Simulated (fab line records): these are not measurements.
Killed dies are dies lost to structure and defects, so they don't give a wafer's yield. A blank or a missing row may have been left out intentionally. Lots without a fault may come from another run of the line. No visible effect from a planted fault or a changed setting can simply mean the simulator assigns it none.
fab line records    flow n5-finfet
record: lots: 10  wafers: 30  last-day: 18
route steps=1938 shown BEOL_M1@818 BEOL_M2@843 BEOL_M4@1111 PASSIVATION@1936
lots that met no fault: taken from a fault-free run of the same line
start-h: hours from the record's opening day to when the first of the lot's shown wafers began    wait-h: hours elapsed since this lot's preceding step    " identical to the entry in the row above    L1.1+2: a single row standing in for several wafers    - no value, or no start was given    * or withheld: withheld    < > ~ a bound
route shown NAME@n: NAME is a module with steps in the file, n the number in the route of the first one    usual: mean and standard deviation over wafers with no fault    same: alike in all rows    chamber/n: place in a boat    sites: per-site readings    _std_site: their standard deviation    _edge_site: mean of outer sites minus mean of inner sites    radius-mm: for every site, how far away it sits from the centre of the wafer    mask NAME#n: copy n    behind: tool/chamber where the wafer was last shaped    hold: what put the lot on hold/how long, in hours/how the hold closed    device: which transistor (n, p or np) failed to switch    end of line: at the end of the route, the tests of the same wafers    where a step has no rows: the recipe by itself    killed: not the wafer's yield, but the dies lost to structure and defects at the first sort    map: shows each die of a wafer: x if killed, . if not, _ if none is there
set.NAME: the setting the step ran with; set.NAME@STEP: the setting that earlier step ran with    model.NAME: the simulator's own value behind a step, which no gauge read
route steps across a sampled set of lots; one table per step, one row per wafer
services: a tool's chamber out of use, with start hour (start-h, from the record's first day; less than 0 if before it), hours out, and reason
== steps ==
step: N5_BEOL_M1_SPUTTER_81
recipe: material: Cu  target-thk-a: 45  temp-c: -20  chamber-pressure-pa: 0.07  power-w: withheld  time-s: 8.29
usual: chuck-gas-flow-sccm: 1.25/0.054  throttle-valve-pct: 29.9/1.1
lot.wafer  tool            chamber  start-h  wait-h  chuck-gas-flow-sccm  throttle-valve-pct
L788.2     pvd-sputter-03  -        136.57   0.1     1.13                 29.4
L788.5     "               -        "        "       1.19                 29.4
L788.6     "               -        "        "       1.24                 28.8
L789.1     pvd-sputter-03  -        148.70   0.1     1.23                 28.4
L789.4     "               -        "        "       1.25                 29.1
L789.6     "               -        "        "       1.29                 31.2
L790.3     pvd-sputter-01  -        161.71   0.1     1.25                 31.7
L790.5     "               -        "        "       1.31                 31.4
L790.6     "               -        "        "       1.29                 28.0
L796.2     pvd-sputter-03  -        183.33   0.1     1.20                 29.3
L796.5     "               -        "        "       1.26                 29.0
L796.6     "               -        "        "       1.24                 29.4
L801.1     pvd-sputter-03  -        228.32   0.1     1.27                 28.6
L801.3     "               -        "        "       1.27                 29.1
L801.4     "               -        "        "       1.25                 30.9
L803.1     pvd-sputter-02  -        233.04   0.1     1.24                 29.5
L803.2     "               -        "        "       1.24                 29.7
L803.5     "               -        "        "       1.17                 29.9
L806.1     pvd-sputter-02  -        245.63   0.1     1.23                 32.6
L806.3     "               -        "        "       1.20                 29.9
L806.6     "               -        "        "       1.32                 30.3
L808.1     pvd-sputter-03  -        258.41   0.1     1.17                 29.3
L808.3     "               -        "        "       1.17                 29.0
L808.4     "               -        "        "       1.28                 31.0
L810.1     pvd-sputter-01  -        264.84   0.1     1.28                 28.1
L810.3     "               -        "        "       1.26                 30.4
L810.5     "               -        "        "       1.33                 30.3
L809.1     pvd-sputter-03  -        267.60   0.1     1.13                 28.8
L809.3     "               -        "        "       1.34                 30.8
L809.5     "               -        "        "       1.28                 29.4
step: N5_BEOL_M1_SPUTTER_92
recipe: material: Cu  target-thk-a: 45  temp-c: -20  chamber-pressure-pa: 0.07  power-w: withheld  time-s: 8.29
usual: chuck-gas-flow-sccm: 1.26/0.052  throttle-valve-pct: 30.0/1.2
lot.wafer  tool            chamber  start-h  wait-h  chuck-gas-flow-sccm  throttle-valve-pct
L788.2     pvd-sputter-03  -        137.45   0.1     1.25                 29.1
L788.5     "               -        "        "       1.26                 29.3
L788.6     "               -        "        "       1.31                 28.8
L789.1     pvd-sputter-03  -        149.58   0.1     1.17                 28.6
L789.4     "               -        "        "       1.18                 28.9
L789.6     "               -        "        "       1.23                 31.0
L790.3     pvd-sputter-01  -        162.59   0.1     1.31                 31.6
L790.5     "               -        "        "       1.17                 31.5
L790.6     "               -        "        "       1.31                 28.0
L796.2     pvd-sputter-03  -        184.21   0.1     1.31                 29.2
L796.5     "               -        "        "       1.42                 29.0
L796.6     "               -        "        "       1.28                 29.3
L801.1     pvd-sputter-03  -        229.20   0.1     1.20                 28.8
L801.3     "               -        "        "       1.26                 29.1
L801.4     "               -        "        "       1.29                 31.1
L803.1     pvd-sputter-02  -        233.92   0.1     1.27                 29.4
L803.2     "               -        "        "       1.26                 29.8
L803.5     "               -        "        "       1.23                 30.1
L806.1     pvd-sputter-02  -        246.51   0.1     1.19                 32.2
L806.3     "               -        "        "       1.29                 29.8
L806.6     "               -        "        "       1.28                 30.3
L808.1     pvd-sputter-03  -        259.29   0.1     1.27                 29.4
L808.3     "               -        "        "       1.15                 29.0
L808.4     "               -        "        "       1.25                 31.0
L810.1     pvd-sputter-01  -        265.72   0.1     1.26                 28.2
L810.3     "               -        "        "       1.36                 30.1
L810.5     "               -        "        "       1.32                 30.1
L809.1     pvd-sputter-03  -        268.48   0.1     1.22                 28.9
L809.3     "               -        "        "       1.24                 30.9
L809.5     "               -        "        "       1.24                 29.2
step: N5_BEOL_M2_PECVD_72
recipe: material: SiO2  target-thk-a: 160  temp-c: 400  precursor: TEOS/O2  pressure-torr: 5.5  rf-w: 450  teos-flow-sccm: 53.8  gas: O2  flow-sccm: 3000  time-s: 18
usual: heater-power-w: 698/94  showerhead-plenum-p-Torr: 8.78/0.04  susceptor-temp-C: 400.02/0.23  throttle-valve-pct: 22.0/0.88
lot.wafer  tool      chamber  start-h  wait-h  heater-power-w  showerhead-plenum-p-Torr  susceptor-temp-C  throttle-valve-pct
L788.2     pecvd-04  2        139.11   0.0     734             8.77                      400.19            22.8
L788.5     "         0        "        "       751             8.75                      400.42            22.7
L788.6     "         2        "        "       743             8.77                      400.46            23.1
L789.1     pecvd-03  0        151.23   0.0     738             8.74                      399.94            21.3
L789.4     "         1        "        "       618             8.73                      400.04            23.8
L789.6     "         0        "        "       739             8.77                      400.06            21.1
L790.3     pecvd-02  0        164.26   0.0     606             8.77                      399.80            21.9
L790.5     "         0        "        "       592             8.77                      399.79            21.4
L790.6     "         1        "        "       743             8.81                      400.26            21.1
L796.2     pecvd-02  0        185.89   0.0     664             8.78                      400.33            21.6
L796.5     "         0        "        "       682             8.75                      400.12            21.7
L796.6     "         2        "        "       846             8.80                      400.00            21.5
L801.1     pecvd-02  2        231.19   0.0     859             8.78                      400.13            21.5
L801.3     "         1        "        "       786             8.82                      399.97            21.1
L801.4     "         0        "        "       590             8.81                      400.07            21.4
L803.1     pecvd-02  0        235.59   0.0     667             8.77                      408.77            22.0
L803.2     "         2        "        "       762             8.79                      399.94            21.7
L803.5     "         0        "        "       665             8.77                      409.10            21.7
L806.1     pecvd-03  2        248.16   0.0     566             8.88                      400.23            22.8
L806.3     "         2        "        "       579             8.89                      399.74            22.9
L806.6     "         1        "        "       653             8.74                      399.87            23.7
L808.1     pecvd-03  1        260.97   0.0     641             8.71                      400.60            23.9
L808.3     "         0        "        "       738             8.76                      400.55            21.3
L808.4     "         1        "        "       605             8.74                      400.13            23.8
L810.1     pecvd-04  1        267.38   0.0     575             8.81                      400.25            21.8
L810.3     "         0        "        "       859             8.76                      400.03            21.4
L810.5     "         2        "        "       689             8.76                      400.07            20.6
L809.1     pecvd-04  2        270.19   0.0     764             8.75                      400.02            20.6
L809.3     "         1        "        "       686             8.79                      399.77            21.6
L809.5     "         2        "        "       773             8.76                      400.13            20.1
step: N5_BEOL_M2_OVL_MEAS_12
recipe: points-per-wafer: 522
usual: M2_OVL: -0.6/0.72
same: points-per-wafer: 522
lot.wafer  tool        chamber  start-h  wait-h  M2_OVL[nm]
L788.2     overlay-01  0        139.79   0.0     -1.9
L788.5     "           0        "        "       -0.9
L788.6     "           0        "        "       -2.4
L789.1     overlay-02  0        151.94   0.0     -0.6
L789.4     "           0        "        "       -0.7
L789.6     "           0        "        "       -1.1
L790.3     overlay-02  0        164.93   0.0     -0.1
L790.5     "           0        "        "       -0.1
L790.6     "           0        "        "       -0.1
L796.2     overlay-02  0        186.38   0.0     -0.7
L796.5     "           0        "        "       -0.1
L796.6     "           0        "        "       -1.0
L801.1     overlay-02  0        235.28   0.0     -0.1
L801.3     "           0        "        "       -0.3
L801.4     "           0        "        "       -1.2
L803.1     overlay-01  0        236.40   0.0     -1.3
L803.2     "           0        "        "       -1.6
L803.5     "           0        "        "       -0.7
L806.1     overlay-01  0        249.04   0.0     0.9
L806.3     "           0        "        "       0.4
L806.6     "           0        "        "       -0.1
L808.1     overlay-02  0        261.97   0.0     0.0
L808.3     "           0        "        "       -0.3
L808.4     "           0        "        "       0.4
L810.1     overlay-02  0        271.16   0.0     -0.5
L810.3     "           0        "        "       -0.5
L810.5     "           0        "        "       -1.5
L809.1     overlay-01  0        271.63   0.0     -1.9
L809.3     "           0        "        "       -0.7
L809.5     "           0        "        "       -2.4
step: N5_BEOL_M4_RC_MEAS_101
usual: DIBL_N: 35.8/1.6  DIBL_P: 36.0/1.9  IOFF_N: 0.151/0.029  IOFF_P: 0.21/0.037  ION_N: 673/12  ION_P: 463/7.3  SS_N: 71.5/0.58  SS_P: 73.2/0.61  VT_N: 251/3.3  VT_P: -250/3.3
lot.wafer  tool       chamber  start-h  wait-h  DIBL_N[mV/V]  DIBL_P[mV/V]  IOFF_N[nA/um]  IOFF_P[nA/um]  ION_N[uA/um]  ION_P[uA/um]  SS_N[mV/dec]  SS_P[mV/dec]  VT_N[mV]  VT_P[mV]
L788.2     prober-01  0        167.39   0.2     34.9          32.7          0.118          0.16           658           451           71.1          71.6          255       -254
L788.5     "          0        "        "       36.3          35.0          0.145          0.19           676           466           71.4          73.5          252       -251
L788.6     "          0        "        "       36.6          35.8          0.162          0.22           675           467           71.1          73.3          247       -248
L789.1     prober-01  0        186.70   0.0     36.8          36.7          0.151          0.20           668           456           72.1          73.5          253       -252
L789.4     "          0        "        "       35.3          34.5          0.128          0.17           657           457           71.0          72.6          254       -253
L789.6     "          0        "        "       34.1          33.3          0.108          0.15           652           452           71.1          72.0          257       -253
L790.3     prober-01  0        204.62   0.3     37.9          38.3          0.189          0.27           690           472           71.9          74.3          247       -244
L790.5     "          0        "        "       35.4          34.5          0.134          0.20           679           465           71.2          73.4          251       -248
L790.6     "          0        "        "       36.3          35.2          0.162          0.22           677           466           70.9          73.4          248       -247
L796.2     prober-02  0        213.34   0.2     34.8          35.5          0.154          0.22           681           478           71.6          72.6          254       -247
L796.5     "          0        "        "       34.7          36.2          0.152          0.24           685           478           71.5          72.9          253       -244
L796.6     "          0        "        "       35.2          35.7          0.161          0.23           672           460           72.5          73.2          250       -245
L801.1     prober-02  0        261.04   0.0     38.4          38.4          0.191          0.24           689           473           71.1          73.7          247       -250
L801.3     "          0        "        "       37.6          36.6          0.158          0.20           674           455           71.8          73.1          251       -252
L801.4     "          0        "        "       35.3          34.5          0.130          0.18           651           448           71.3          73.1          252       -252
L803.1     prober-02  0        278.49   0.0     35.2          33.6          0.151          0.21           688           470           71.8          73.0          250       -247
L803.2     "          0        "        "       38.9          39.2          0.229          0.31           695           476           71.9          74.0          244       -245
L803.5     "          0        "        "       35.8          35.5          0.163          0.24           678           470           72.0          73.4          248       -246
L806.1     prober-02  0        284.78   0.0     35.8          36.4          0.151          0.23           665           460           71.4          72.8          251       -247
L806.3     "          0        "        "       33.0          32.9          0.107          0.17           649           454           70.8          72.0          252       -252
L806.6     "          0        "        "       35.1          35.1          0.144          0.21           672           461           71.1          73.1          252       -250
L808.1     prober-01  0        306.56   0.0     37.7          38.0          0.210          0.29           692           477           72.4          73.5          247       -245
L808.3     "          0        "        "       36.0          36.1          0.178          0.24           681           473           71.2          73.3          246       -248
L808.4     "          0        "        "       35.0          33.9          0.142          0.20           678           467           71.7          72.5          250       -250
L809.1     prober-02  0        314.20   0.0     38.5          38.6          0.170          0.23           670           464           72.0          73.9          251       -251
L809.3     "          0        "        "       35.4          35.1          0.135          0.19           671           456           71.2          72.6          250       -253
L809.5     "          0        "        "       36.8          37.2          0.166          0.22           679           461           71.5          73.7          250       -249
L810.1     prober-01  0        314.57   0.0     34.7          35.1          0.136          0.19           671           457           70.9          72.2          252       -252
L810.3     "          0        "        "       35.3          36.0          0.142          0.21           664           459           71.9          73.1          252       -251
L810.5     "          0        "        "       34.8          35.4          0.128          0.20           660           456           71.4          72.6          254       -253
step: N5_PASSIVATION_PROBE_49
usual: defect-limited-yield: 90.9/1.4  killed_at_M0_to_M3: 37/12  killed_at_M4_up: 14/5.3  killed-at-contacts: 12/6.2  killed-at-front-end: 41/11  killed-at-other: 3.7/2.9  killed-dies: 107/17  killed-open: 71/12  killed-short: 34/7.9  sort_bin_5_function: 5.3/0.95  sort_bin_6_memory: 3.4/0.7  sort-n-pass: 1073/17  sort-yield-pct: 90.9/1.5
same: gross-dies: 1180  killed-at-back-side: 0  sort_bin_4_leakage[%]: 0  sort_bin_8_speed[%]: 0
lot.wafer  tool       chamber  start-h  wait-h  defect-limited-yield[%]  killed_at_M0_to_M3  killed_at_M4_up  killed-at-contacts  killed-at-front-end  killed-at-other  killed-dies  killed-open  killed-short  sort_bin_5_function[%]  sort_bin_6_memory[%]  sort-n-pass  sort-yield-pct[%]
L801.1     prober-02  -        366.66   0.0     90.3                     57                  12               15                  29                   2                115          81           33            6.1                     3.4                   1065         90.3
L801.3     prober-02  -        366.76   0.1     91.4                     49                  16               8                   27                   2                102          69           33            4.9                     3.6                   1078         91.4
L801.4     prober-02  -        366.81   0.2     91.3                     61                  19               7                   16                   0                103          77           26            4.9                     3.6                   1077         91.3
L809.1     prober-02  -        419.72   0.0     89.6                     45                  9                11                  54                   4                123          79           37            5.8                     3.6                   1057         89.6
L809.3     prober-02  -        419.82   0.1     92.5                     29                  10               9                   38                   2                88           59           29            4.7                     2.5                   1092         92.5
L809.5     prober-02  -        419.92   0.2     92.4                     26                  7                9                   40                   8                90           60           24            3.8                     3.3                   1090         92.4
L810.1     prober-02  -        426.06   0.0     89.5                     38                  18               7                   58                   3                124          86           35            5.3                     4.9                   1056         89.5
L810.3     prober-02  -        426.16   0.1     91.9                     27                  16               5                   43                   4                95           55           40            4.7                     2.8                   1085         91.9
L810.5     prober-02  -        426.26   0.2     89.7                     41                  19               11                  49                   2                122          73           47            5.8                     4.2                   1058         89.7
killed by level:class
L801.1 MOL_CONTACT_COAG:geometric-particle:open=14 BEOL_M0:geometric-particle:open=12 BEOL_M0_SAQP:geometric-particle:short=9 BEOL_M2:geometric-particle:open=7 BEOL_M0_SAQP:geometric-particle:open=7 BEOL_M1:geometric-particle:open=7 FIN_SAQP:geometric-particle:open=5 GATE_CUT:geometric-particle:short=5
L801.3 BEOL_M2:geometric-particle:open=11 BEOL_M4:geometric-particle:open=9 BEOL_M0:geometric-particle:open=7 STI_FIN_REVEAL:geometric-particle:open=6 GATE_CUT:geometric-particle:open=6 BEOL_M0_SAQP:geometric-particle:short=6 MOL_CONTACT_COAG:geometric-particle:open=5 BEOL_M1:geometric-particle:short=5
L801.4 BEOL_M1:geometric-particle:open=14 BEOL_M0_SAQP:geometric-particle:open=13 BEOL_M2:geometric-particle:open=10 MOL_CONTACT_COAG:geometric-particle:open=7 BEOL_M0:geometric-particle:open=6 BEOL_M4:geometric-particle:open=6 BEOL_M3:geometric-particle:open=5 BEOL_M6:geometric-particle:open=4
L809.1 BEOL_M1:geometric-particle:open=16 STI_FIN_REVEAL:geometric-particle:open=10 MOL_CONTACT_COAG:geometric-particle:open=10 GATE_CUT:geometric-particle:short=8 BEOL_M3:geometric-particle:open=8 FIN_SAQP:geometric-particle:short=7 FIN_SAQP:geometric-particle:open=6 DUMMY_GATE:geometric-particle:open=6
L809.3 BEOL_M1:geometric-particle:open=15 GATE_CUT:geometric-particle:short=10 BEOL_M5:geometric-particle:open=9 MOL_CONTACT_COAG:geometric-particle:open=8 STARTING-WAFER:geometric-particle:open=6 STI_FIN_REVEAL:geometric-particle:open=5 FIN_SAQP:geometric-particle:short=4 STI_FIN_REVEAL:geometric-particle:short=4
L809.5 BEOL_M1:geometric-particle:open=11 STI_FIN_REVEAL:geometric-particle:open=9 DUMMY_GATE:geometric-particle:open=5 MOL_CONTACT_COAG:geometric-particle:open=5 HKMG_FIN:area-etch=5 GATE_CUT:geometric-particle:short=4 MOL_CONTACT_COAG:geometric-particle:short=4 BEOL_M2:geometric-particle:open=4
L810.1 FIN_SAQP:geometric-particle:open=16 FIN_SAQP:geometric-particle:short=13 BEOL_M0_SAQP:geometric-particle:open=9 BEOL_M0_SAQP:geometric-particle:short=8 BEOL_M2:geometric-particle:open=7 BEOL_M3:geometric-particle:open=7 BEOL_M4:geometric-particle:open=7 MOL_CONTACT_COAG:geometric-particle:open=6
L810.3 FIN_SAQP:geometric-particle:short=9 BEOL_M4:geometric-particle:open=8 FIN_SAQP:geometric-particle:open=7 BEOL_M0_SAQP:geometric-particle:short=7 BEOL_M0_SAQP:geometric-particle:open=6 STI_FIN_REVEAL:geometric-particle:open=5 GATE_CUT:geometric-particle:short=5 BEOL_M2:geometric-particle:open=4
L810.5 BEOL_M0_SAQP:geometric-particle:short=15 DUMMY_GATE:geometric-particle:open=11 MOL_CONTACT_COAG:geometric-particle:open=10 BEOL_M4:geometric-particle:open=10 GATE_CUT:geometric-particle:short=9 BEOL_M3:geometric-particle:open=8 BEOL_M0_SAQP:geometric-particle:open=8 FIN_SAQP:geometric-particle:short=7
== services ==
tool            chamber  start-h  hours  kind
pecvd-02        1        113.56   5.0    scheduled-down
pvd-sputter-01  -        137.17   2.2    repair
pecvd-04        0        166.05   -      clean
pecvd-04        0        166.05   29.5   scheduled-down
pecvd-04        0        166.05   29.5   vent-cycle
pecvd-02        0        181.80   2.1    scheduled-down
pecvd-03        0        186.08   5.0    scheduled-down
pecvd-02        1        197.56   2.1    scheduled-down
pecvd-04        2        202.38   -      clean
pecvd-04        2        202.38   -      consumable-replace:showerhead
pecvd-04        2        202.38   29.0   scheduled-down
pecvd-04        2        202.38   29.0   vent-cycle
pecvd-03        0        227.38   25.5   repair
pvd-sputter-01  -        231.67   2.2    repair
pvd-sputter-01  -        236.50   2.7    repair
pecvd-02        -        265.94   6.0    pm
== key ==
first-sign: step: N5_BEOL_M2_PECVD_72  reading: susceptor-temp-C  direction: up  sigmas: 39  usual: *  struck: *
effect none on later readings
met-at N5_BEOL_M2_PECVD_72
struck-lots L803
struck-wafers L803.1,L803.5
not-acting-at N5_BEOL_M1_SPUTTER_81,N5_BEOL_M1_SPUTTER_92,N5_BEOL_M2_OVL_MEAS_12
onset-between 231.19 235.59
fault: kind: process-parameter-drift  tool: pecvd-02  chamber: 0  onset-h: 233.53  steps: N5_BEOL_M2_PECVD_72  channel: temp-c  offset: *  shape: step  end-h: 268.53  acts-in: *  stated: *
